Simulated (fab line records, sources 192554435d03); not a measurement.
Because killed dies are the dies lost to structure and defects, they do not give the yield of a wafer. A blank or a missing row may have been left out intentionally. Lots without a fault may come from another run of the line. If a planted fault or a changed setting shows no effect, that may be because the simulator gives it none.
Split-lot experiment ; flow n5-finfet ; 7 lots, 21 wafers read, on a route of 1938 steps

## ON THE SPLIT
At N5_BEOL_M8_DESCUM_16 (chemistry O2, time 7.9 s), the setting time-s was moved away from the recipe's 7.9 s on 10 of the 21 wafers read, by -12.6% to +19.5%. All remaining wafers had this setting at the recipe value.

The reading comes from the split's own step.

## THE READING
CAR-ArF_of_BEOL_M8_COAT_05.thk-nm (the simulator's own value, which no gauge read), in nm, at N5_BEOL_M8_DESCUM_16 (chemistry O2, time 7.9 s). The file gives no usual value for it. Here, 11 wafers ran the recipe; their average is 83.4 nm with a standard deviation of 0.18 nm.

wafer;tool, chamber at the split;time-s as run, s;against the recipe;CAR-ArF_of_BEOL_M8_COAT_05.thk-nm, nm;against lot-mates on the recipe
L075.2;rie-diel-06, 2;9.439;+19.5%;82.4;-1.1
L075.3;rie-diel-06, 3;7.9;recipe;83.4;-
L075.4;rie-diel-06, 0;7.9;recipe;83.6;-
L080.1;rie-diel-01, 3,0;6.908;-12.6%;84;+0.6
L080.2;rie-diel-01, 3,0;6.908;-12.6%;84;+0.6
L080.6;rie-diel-01, 2;7.9;recipe;83.4;-
L084.1;rie-diel-06, 3,1;6.91;-12.5%;84.2;+0.6
L084.2;rie-diel-06, 3,1;6.91;-12.5%;84.2;+0.6
L084.6;rie-diel-06, 1;7.9;recipe;83.6;-
L085.1;rie-diel-04, 3;6.953;-12.0%;83.8;+0.2
L085.3;rie-diel-04, 0;7.9;recipe;83.6;-
L085.4;rie-diel-04, 3;6.953;-12.0%;84;+0.4
L088.1;rie-diel-04, 3;7.9;recipe;83.6;-
L088.2;rie-diel-04, 1;7.9;recipe;83.4;-
L088.3;rie-diel-04, 0;7.9;recipe;83.2;-
L092.2;rie-diel-04, 1,2;9.344;+18.3%;82.4;-1.0
L092.6;rie-diel-04, 1,2;9.344;+18.3%;82.4;-1.0
L092.4;rie-diel-04, 3;7.9;recipe;83.4;-
L091.2;rie-diel-01, 3;7.9;recipe;83;-
L091.3;rie-diel-01, 2;7.9;recipe;83.4;-
L091.4;rie-diel-01, 0;8.487;+7.4%;83;-0.2
Rows listing several chambers each stand for several wafers; the file does not say which wafer went through which chamber.

THE FIT
A straight line over all 21 wafers: CAR-ArF_of_BEOL_M8_COAT_05.thk-nm changes by -0.0525 nm for each +1% of time-s; r = -0.96; the points scatter about the line by 0.16 nm.
The same after taking each lot's own level away (the mean of its wafers on the recipe; 21 wafers): -0.0481 nm for each +1%; r = -0.96; scatter 0.15 nm.
Per that fit: largest time-s move, reading shift of 0.94 nm.
The span of the lots' own levels, 83.20 to 83.60 nm, comes to 2.2 times the standard deviation stated above.
So the lot-to-lot level changes the slope little: the two slopes agree.
Check: with one of the wafers moved furthest among these (+19.5%) left out of the fit, the line predicts -0.936 nm for it against its lot-mates. Against them it came out at -1.1 nm.

## THE OTHER SPLITS THESE WAFERS WENT THROUGH
Before the reading, these wafers also passed through other splits. Each is held against what the fit with the lots' levels taken away leaves over:
other split on the same wafers;wafers away from the commonest value;r with CAR-ArF_of_BEOL_M8_COAT_05.thk-nm (lot level and that fit taken away)
N5_BEOL_M5_COAT_74 spin-rpm;7;+0.25
N5_BEOL_M7_EXPOSE_25 dose-mj;6;-0.15
N5_BEOL_M7_DESCUM_33 time-s;8;+0.28
N5_BEOL_M8_EXPOSE_08 dose-mj;8;-0.26

## THE FILE'S OWN FIT
CAR-ArF_of_BEOL_M8_COAT_05.thk-nm changes by -0.0488 nm for each +1% of time-s, r = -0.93.
